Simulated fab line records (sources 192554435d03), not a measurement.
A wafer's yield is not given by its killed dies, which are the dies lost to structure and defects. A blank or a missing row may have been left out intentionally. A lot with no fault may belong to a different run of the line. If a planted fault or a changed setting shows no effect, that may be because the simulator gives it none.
The tool behind it: which one? | flow n5_finfet | 10 lots with 29 wafers sampled at 5 steps, on a route of 1938 steps

## WHAT THE GAUGES READ, wafer by wafer
N5_BEOL_M3_THK_MEAS_53: measures by xrf. Usual: M3_THK typically reads 40.9 nm, with standard deviation 1.4.
lot  | measured     | on            | M3_THK (nm)    | flag
L850 | day 7 20:44  | film_metro-02 | 41.3 40.0 43.3 |
L849 | day 7 22:22  | film_metro-01 | 42.8 41.6 43.2 |
L851 | day 8 03:01  | film_metro-02 | 39.0 41.1 38.8 |
L852 | day 8 04:52  | film_metro-01 | 41.4 39.2 39.4 |
L855 | day 9 03:13  | film_metro-01 | 38.0 38.5 38.8 |
L858 | day 10 00:25 | film_metro-01 | 39.6 41.2 41.9 |
L861 | day 10 13:47 | film_metro-01 | 42.2 40.4 41.6 |
L865 | day 11 13:52 | film_metro-02 | 39.7 42.8      |
L870 | day 12 23:07 | film_metro-01 | 41.8 41.1 43.4 |
L871 | day 13 07:35 | film_metro-02 | 39.9 40.4 40.8 |

N5_BEOL_M4_RC_MEAS_101. Usual: DIBL_N 36.4 mV/V, standard deviation 1.5; DIBL_P 36.6 mV/V, standard deviation 1.9; IOFF_N 0.155 nA/um, standard deviation 0.021; IOFF_P 0.211 nA/um, standard deviation 0.028; ION_N 671 uA/um, standard deviation 8.6; ION_P 462 uA/um, standard deviation 5.8; SS_N 71.5 mV/dec, standard deviation 0.5; SS_P 73.4 mV/dec, standard deviation 0.58; VT_N 250.1 mV, standard deviation 2.4; VT_P -250.1 mV, standard deviation 3.
lot  | measured     | on        | DIBL_N (mV/V)  | DIBL_P (mV/V)  | IOFF_N (nA/um)    | IOFF_P (nA/um)    | ION_N (uA/um) | ION_P (uA/um) | SS_N (mV/dec)  | SS_P (mV/dec)  | VT_N (mV)         | VT_P (mV)            | flag
L850 | day 8 10:45  | prober-01 | 36.4 36.8 36.8 | 37.3 37.6 38.0 | 0.155 0.159 0.158 | 0.241 0.256 0.251 | 671 664 675   | 472 466 469   | 71.1 70.7 71.4 | 73.9 73.5 74.1 | 248.2 248.4 250.2 | -247.0 -247.3 -246.1 |
L849 | day 8 08:29  | prober-01 | 35.7 36.7 35.8 | 35.7 36.6 35.5 | 0.152 0.157 0.149 | 0.207 0.215 0.198 | 677 676 664   | 464 468 460   | 71.3 71.8 71.7 | 73.3 73.8 74.5 | 249.9 249.4 251.1 | -250.3 -251.7 -249.5 |
L851 | day 8 18:28  | prober-01 | 37.2 38.2 34.9 | 39.2 39.4 36.1 | 0.161 0.176 0.127 | 0.217 0.220 0.173 | 673 674 660   | 462 460 453   | 71.3 72.0 71.1 | 73.6 73.9 72.8 | 252.4 250.6 256.3 | -251.4 -250.6 -252.3 |
L852 | day 8 18:59  | prober-02 | 35.9 34.8 36.2 | 35.7 34.6 35.7 | 0.146 0.130 0.145 | 0.173 0.158 0.171 | 668 665 664   | 450 448 456   | 71.1 70.9 70.9 | 73.6 73.4 73.4 | 250.3 251.9 248.6 | -254.6 -256.9 -255.1 |
L855 | day 9 16:14  | prober-01 | 37.1 36.5 36.7 | 38.8 37.6 38.3 | 0.171 0.168 0.163 | 0.237 0.222 0.237 | 675 674 675   | 466 463 464   | 72.0 71.3 71.5 | 73.4 73.5 73.5 | 248.3 247.9 249.0 | -246.5 -247.4 -246.5 |
L858 | day 10 14:41 | prober-02 | 35.1 34.4 33.7 | 37.2 36.2 35.3 | 0.155 0.144 0.133 | 0.237 0.221 0.204 | 672 669 662   | 468 458 461   | 71.5 71.2 71.7 | 73.1 73.0 72.8 | 249.5 250.6 252.6 | -246.7 -246.5 -252.6 |
L861 | day 11 04:31 | prober-01 | 36.8 36.4 37.2 | 35.7 34.3 35.9 | 0.153 0.132 0.162 | 0.200 0.178 0.203 | 669 669 672   | 461 457 461   | 71.3 71.5 72.4 | 73.3 72.7 72.8 | 250.2 254.0 247.5 | -250.9 -251.9 -250.6 |
L865 | day 12 04:40 | prober-01 | 37.4 37.3      | 37.4 37.3      | 0.165 0.157       | 0.216 0.215       | 673 661       | 456 459       | 72.4 72.3      | 73.7 73.1      | 249.8 250.2       | -250.1 -250.8        |
L870 | day 13 09:25 | prober-01 | 32.6 34.9 34.2 | 33.7 35.5 34.8 | 0.128 0.152 0.143 | 0.168 0.209 0.188 | 670 677 679   | 469 471 467   | 71.4 71.3 71.7 | 72.8 73.7 73.1 | 252.5 249.9 251.6 | -250.6 -246.6 -253.1 |
L871 | day 13 20:34 | prober-02 | 37.5 36.8 38.2 | 37.3 37.3 38.1 | 0.160 0.155 0.175 | 0.168 0.173 0.183 | 675 675 691   | 452 458 461   | 72.1 70.9 71.8 | 73.6 73.6 73.1 | 248.8 248.2 247.3 | -257.4 -256.5 -256.1 |

## EACH LOT AND THE TOOL THAT RAN IT (in order: tool; ch and the chambers of the sampled wafers; start)
lot  | N5_BEOL_M3_SPUTTER_96        | N5_BEOL_M4_ILD_DEP_00           | N5_BEOL_M4_COAT_61
L850 | pvd_sputter-02, day 7 19:50  | pecvd-02 ch 0,2, day 7 21:08    | litho_track-01 ch 0, day 7 23:03
L849 | pvd_sputter-01, day 7 21:34  | pecvd-02 ch 0,1, day 7 22:41    | litho_track-05 ch 0, day 7 23:29
L851 | pvd_sputter-03, day 8 02:13  | pecvd-03 ch 1,2, day 8 03:20    | litho_track-01 ch 0, day 8 04:28
L852 | pvd_sputter-01, day 8 04:04  | pecvd-03 ch 0,1,2, day 8 05:11  | litho_track-05 ch 0, day 8 05:35
L855 | pvd_sputter-02, day 9 02:25  | pecvd-04 ch 0,2, day 9 03:32    | litho_track-05 ch 0, day 9 07:35
L858 | pvd_sputter-03, day 9 23:38  | pecvd-03 ch 0,1, day 10 00:45   | litho_track-05 ch 0, day 10 02:21
L861 | pvd_sputter-01, day 10 13:00 | pecvd-03 ch 0,1,2, day 10 14:16 | litho_track-04 ch 0, day 10 16:25
L865 | pvd_sputter-02, day 11 13:04 | pecvd-04 ch 0,1, day 11 14:11   | litho_track-05 ch 0, day 11 15:07
L870 | pvd_sputter-03, day 12 22:20 | pecvd-02 ch 1,2, day 12 23:28   | litho_track-04 ch 0, day 12 23:52
L871 | pvd_sputter-01, day 13 06:29 | pecvd-02 ch 0,1, day 13 07:55   | litho_track-04 ch 0, day 13 08:29
- N5_BEOL_M3_SPUTTER_96: material Cu, target thk 4.5 nm, time 8.29 s.
- N5_BEOL_M4_ILD_DEP_00: deposits SiOC from DEMS/O2, target thk 79 nm, time 15.3 s.
- N5_BEOL_M4_COAT_61: time 60 s, resist thk 60 nm.

## WHAT THE TOOLS THEMSELVES READ (means of the sampled wafers that have a number; where no wafer has one, the mark that the record gives instead)
N5_BEOL_M3_SPUTTER_96. Usual: chamber_pressure_pa 0.07001 Pa, standard deviation 0.00015; susceptor_temp_C -19.98 C, standard deviation 0.1; throttle_valve_pct 29.9 %, standard deviation 1.1.
lot  | tool           | chamber_pressure_pa (Pa) | susceptor_temp_C (C) | throttle_valve_pct (%) | flag
L850 | pvd_sputter-02 | 0.07007                  | -19.94               | 30.4                   |
L849 | pvd_sputter-01 | 0.07001                  | -19.97               | 30.2                   |
L851 | pvd_sputter-03 | 0.06984                  | -19.94               | 29.8                   |
L852 | pvd_sputter-01 | 0.07005                  | -19.94               | 30.0                   |
L855 | pvd_sputter-02 | 0.06999                  | -19.90               | 29.8                   |
L858 | pvd_sputter-03 | 0.06990                  | -19.99               | 29.5                   |
L861 | pvd_sputter-01 | 0.06994                  | -20.00               | 29.9                   |
L865 | pvd_sputter-02 | 0.06989                  | -19.95               | 30.4                   |
L870 | pvd_sputter-03 | 0.06998                  | -20.12               | 30.4                   |
L871 | pvd_sputter-01 | 0.07001                  | -19.99               | 30.0                   |

N5_BEOL_M4_ILD_DEP_00. Usual: chamber_pressure_Torr 5.000 Torr, standard deviation 0.011; heater_power_w 533 W, standard deviation 93; showerhead_plenum_p_Torr 5.694 Torr, standard deviation 0.012; susceptor_temp_C 349.98 C, standard deviation 0.22; throttle_valve_pct 12.0 %, standard deviation 0.8.
lot  | tool     | chamber_pressure_Torr (Torr) | heater_power_w (W) | showerhead_plenum_p_Torr (Torr) | susceptor_temp_C (C) | throttle_valve_pct (%) | flag
L850 | pecvd-02 | 4.993                        | 478                | 5.687                           | 349.88               | 12.5                   |
L849 | pecvd-02 | 4.985                        | 465                | 5.686                           | 349.98               | 12.7                   |
L851 | pecvd-03 | 5.002                        | 604                | 5.689                           | 350.13               | 12.0                   |
L852 | pecvd-03 | 5.002                        | 576                | 5.696                           | 349.97               | 11.6                   |
L855 | pecvd-04 | 4.997                        | 368                | 5.698                           | 349.85               | 11.2                   |
L858 | pecvd-03 | 5.002                        | 645                | 5.691                           | 350.08               | 11.5                   |
L861 | pecvd-03 | 5.005                        | 612                | 5.690                           | 350.03               | 11.5                   |
L865 | pecvd-04 | 5.014                        | 508                | 5.700                           | 349.91               | 11.9                   |
L870 | pecvd-02 | 5.002                        | 600                | 5.697                           | 349.97               | 11.9                   |
L871 | pecvd-02 | 4.991                        | 484                | 5.690                           | 349.90               | 12.6                   |

N5_BEOL_M4_COAT_61. Usual: plate_temp_C 250.00 C, standard deviation 0.19; run_length_s 66.0 s, standard deviation 0.34; spin_speed_rpm 1500.1 rpm, standard deviation 0.82.
lot  | tool           | plate_temp_C (C) | run_length_s (s) | spin_speed_rpm (rpm) | flag
L850 | litho_track-01 | 249.83           | 66.3             | 1500.4               |
L849 | litho_track-05 | 250.20           | 65.7             | 1500.1               |
L851 | litho_track-01 | 250.12           | 66.2             | 1501.2               |
L852 | litho_track-05 | 249.84           | 65.7             | 1500.2               |
L855 | litho_track-05 | 249.74           | 65.8             | 1500.8               |
L858 | litho_track-05 | 249.97           | 65.8             | 1499.8               |
L861 | litho_track-04 | 249.99           | 66.3             | 1501.1               |
L865 | litho_track-05 | 250.12           | 67.8             | 1499.9               | OFF
L870 | litho_track-04 | 250.06           | 66.3             | 1499.4               |
L871 | litho_track-04 | 249.88           | 66.4             | 1499.5               |

## THE ANSWER, worked out from the rows above alone
Rule: a lot counts as off when the mean over its wafers that have a number is more than 3 standard deviations away from the usual mean. Also off: a lot with no number at a reading for which 4 or more lots have one. Where the step has rows for the other lots, those lots are counted as sound. Order of review: gauges by route order, followed by the tools' own readings, for which a lot's mean as printed above is used. At the first step where some lot is off, the reading lying furthest off is the one used; lots without a number count as furthest.
Off: L865, at N5_BEOL_M4_COAT_61 (run_length_s).
A tool fits if, at that step or a process step before it, it ran every lot that is off, and no sound lot after the first of them. Can't be told from this: 3 tools fit, pvd_sputter-02 at N5_BEOL_M3_SPUTTER_96, pecvd-04 at N5_BEOL_M4_ILD_DEP_00, litho_track-05 at N5_BEOL_M4_COAT_61.

## WHAT THE SIMULATOR HAD INSERTED
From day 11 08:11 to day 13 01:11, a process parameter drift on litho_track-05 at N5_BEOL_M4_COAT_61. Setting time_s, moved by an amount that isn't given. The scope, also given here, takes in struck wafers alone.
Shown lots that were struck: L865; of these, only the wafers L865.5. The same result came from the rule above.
